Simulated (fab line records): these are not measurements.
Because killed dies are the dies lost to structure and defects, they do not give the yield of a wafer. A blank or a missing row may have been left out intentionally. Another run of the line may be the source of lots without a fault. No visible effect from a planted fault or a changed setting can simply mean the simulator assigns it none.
Chamber matching / flow n5 finfet / 4 sister chambers for N5_PMOS_HMC_CHANNEL_EPI_CMP_21 on cmp-03
The step polishes SiGe30, target thk 54 nm. 14 wafers are shown with their chamber, then 7 later ones without.

== WAFERS WITH THEIR CHAMBER ==
wafer=L074.4; chamber=2; motor current A (A)=11.9; edge zone pressure frac=0.996
wafer=L074.5; chamber=2; motor current A (A)=12.4; edge zone pressure frac=0.994
wafer=L074.6; chamber=3; motor current A (A)=10.6; edge zone pressure frac=1.009
wafer=L084.1; chamber=3; motor current A (A)=10.9; edge zone pressure frac=1.000
wafer=L084.2; chamber=1; motor current A (A)=10.5; edge zone pressure frac=0.996
wafer=L084.4; chamber=2; motor current A (A)=13.0; edge zone pressure frac=1.001
wafer=L086.1; chamber=0; motor current A (A)=11.9; edge zone pressure frac=1.000
wafer=L086.3; chamber=2; motor current A (A)=12.7; edge zone pressure frac=1.007
wafer=L086.4; chamber=3; motor current A (A)=10.7; edge zone pressure frac=1.000
wafer=L088.3; chamber=0; motor current A (A)=11.6; edge zone pressure frac=0.998
wafer=L088.5; chamber=1; motor current A (A)=10.3; edge zone pressure frac=0.994
wafer=L088.6; chamber=2; motor current A (A)=12.3; edge zone pressure frac=0.998
wafer=L089.4; chamber=3; motor current A (A)=10.7; edge zone pressure frac=0.997
wafer=L089.5; chamber=2; motor current A (A)=12.8; edge zone pressure frac=1.000

SIGNATURES (averages over the wafers above)
reading=motor current A; chamber 0=11.750; chamber 1=10.400; chamber 2=12.517; chamber 3=10.725; scatter within a chamber=0.3
reading=edge zone pressure frac; chamber 0=0.99900; chamber 1=0.99500; chamber 2=0.99933; chamber 3=1.00150; scatter within a chamber=0.00434
Rule: distance of a wafer from a chamber = root of the sum over the readings of ((wafer's reading minus chamber's mean) / reading's scatter) squared. If the next closest chamber is less than 2 further off than the closest, the wafer can't be placed; otherwise it belongs to the closest. The scatter is the square root of a quotient: the sum, over the shown wafers, of each reading's squared deviation from its chamber's mean, divided by wafers minus chambers.

== WAFERS WHOSE CHAMBER IS MISSING ==
wafer=L089.6; motor current A (A)=10.8; edge zone pressure frac=0.993
wafer=L092.1; motor current A (A)=11.5; edge zone pressure frac=1.005
wafer=L092.3; motor current A (A)=11.4; edge zone pressure frac=0.996
wafer=L092.6; motor current A (A)=11.0; edge zone pressure frac=1.000
wafer=L095.1; motor current A (A)=12.8; edge zone pressure frac=0.996
wafer=L095.5; motor current A (A)=12.3; edge zone pressure frac=1.005
wafer=L095.6; motor current A (A)=10.2; edge zone pressure frac=1.000

== CHAMBER TAKEN BY EACH ==
wafer=L089.6; from the rows above=can't be placed: 1 or 3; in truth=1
wafer=L092.1; from the rows above=can't be placed: 0 or 3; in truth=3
wafer=L092.3; from the rows above=can't be placed: 0 or 3 or 1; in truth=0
wafer=L092.6; from the rows above=can't be placed: 3 or 1 or 0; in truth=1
wafer=L095.1; from the rows above=2; in truth=2
wafer=L095.5; from the rows above=can't be placed: 2 or 0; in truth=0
wafer=L095.6; from the rows above=can't be placed: 1 or 3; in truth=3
Correct placement for 1 of the 7. Not placeable from these rows: 6 (in 6, the candidates include the true chamber). Number placed wrongly: 0.
